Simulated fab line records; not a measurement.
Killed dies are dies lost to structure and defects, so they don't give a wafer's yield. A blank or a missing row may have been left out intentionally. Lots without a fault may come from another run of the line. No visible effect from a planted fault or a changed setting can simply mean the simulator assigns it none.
8D (eight disciplines) problem report, filled in by code :: flow n5 finfet :: the parts of the form that need people (team, actions taken, sign-off) are left out

1. PROBLEM STATEMENT
Wafers without a fault read 21.6 s, standard deviation 0.5; etch rf on time s at N5_MOL_CONTACT_COAG_ETCH_90 reads a mean of 14.6 s on 2 wafers belonging to 2 lots. Relative to the usual mean, that is a shift of -14 standard deviations.
The step: etches SiARC in CF4, target depth 13 nm, time 21.7 s.
Seen first at day 7 04:47 on rie diel-02, wafer L876.1. At this step, 24 wafers from 8 lots have a number in the record. The rule behind "out" and "out of limits": a value lying over 4 standard deviations away from the usual mean. Any other wafer with a number is counted as sound.

2. WHAT IT IS AND WHAT IT IS NOT
question: which readings at this step
is: etch rf on time s
is not: cf4 flow sccm, drypump motor current A, oes product au, rf vpp V, showerhead plenum p Torr, throttle valve pct

question: which lots
is: L876, L879
is not: L868, L874, L886, L887, L889, L891

question: which wafers of those lots
is: L876.1, L879.1
is not: L876.4, L876.6, L879.3, L879.6

question: read on which tools
is: rie diel-02
is not: rie diel-03, rie diel-06

question: when
is: from day 7 04:47
is not: up to then (8 sound wafers); but 14 sound wafers of L879, L886, L887, L889, L891 came after

3. THE SUSPECTS, EACH WITH WHAT RULES IT OUT
Counting: a tool at a process step up to the reading stays a suspect if it ran every lot that is out. Sound lots after the first of them don't rule it out here, since some wafers of a struck lot are sound.
- rie diel-02 at N5_MOL_CONTACT_COAG_ETCH_89 (etches underlayer in N2/H2, target depth 13 nm, time 10.4 s): kept. Every lot that is out went through it, the first being L876 (day 7 04:46); the last sound lot it ran before that was L868 (day 5 01:52).
- rie diel-02 at N5_MOL_CONTACT_COAG_ETCH_90 (etches SiARC in CF4, target depth 13 nm, time 21.7 s): kept. Every lot that is out went through it, the first being L876 (day 7 04:47); the last sound lot it ran before that was L868 (day 5 01:53). Out on those wafers are its own readings of etch rf on time s.
The count leaves rie diel-02 at N5_MOL_CONTACT_COAG_ETCH_90 and rie diel-02 at N5_MOL_CONTACT_COAG_ETCH_89.

4. THE CAUSE (what the simulator had put in)
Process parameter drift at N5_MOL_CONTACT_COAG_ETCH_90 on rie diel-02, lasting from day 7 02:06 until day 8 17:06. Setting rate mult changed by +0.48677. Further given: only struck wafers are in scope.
This tool is one of the 2 suspects left after counting.

5. THE EFFECT CHAIN, in route order
Each row: a reading whose mean over the struck wafers that have a number lies more than 3 standard deviations from the usual. Scope: only readings with a usual standard deviation given in the record; hours: median across lots of the time from each lot's start at the first step in this table that gives one to its start at this step; sigmas: change in usual standard deviations.
hours: 0
step: N5_MOL_CONTACT_COAG_ETCH_90
reading: etch rf on time s
usual: 21.6 s
on struck wafers: 14.6
change: -7.0
sigmas: -14
Here are the process steps it includes:
- N5_MOL_CONTACT_COAG_ETCH_90: etches SiARC in CF4, target depth 13 nm, time 21.7 s.
Later measuring or inspecting steps at which every struck wafer that the step has a row for has a number for every such reading, and none has moved that far: N5_BEOL_M4_RC_MEAS_101.

6. WHAT WOULD HAVE CAUGHT IT SOONER
In this record the first reading out of limits was taken at day 7 04:47, 3 hours after the fault began at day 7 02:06.
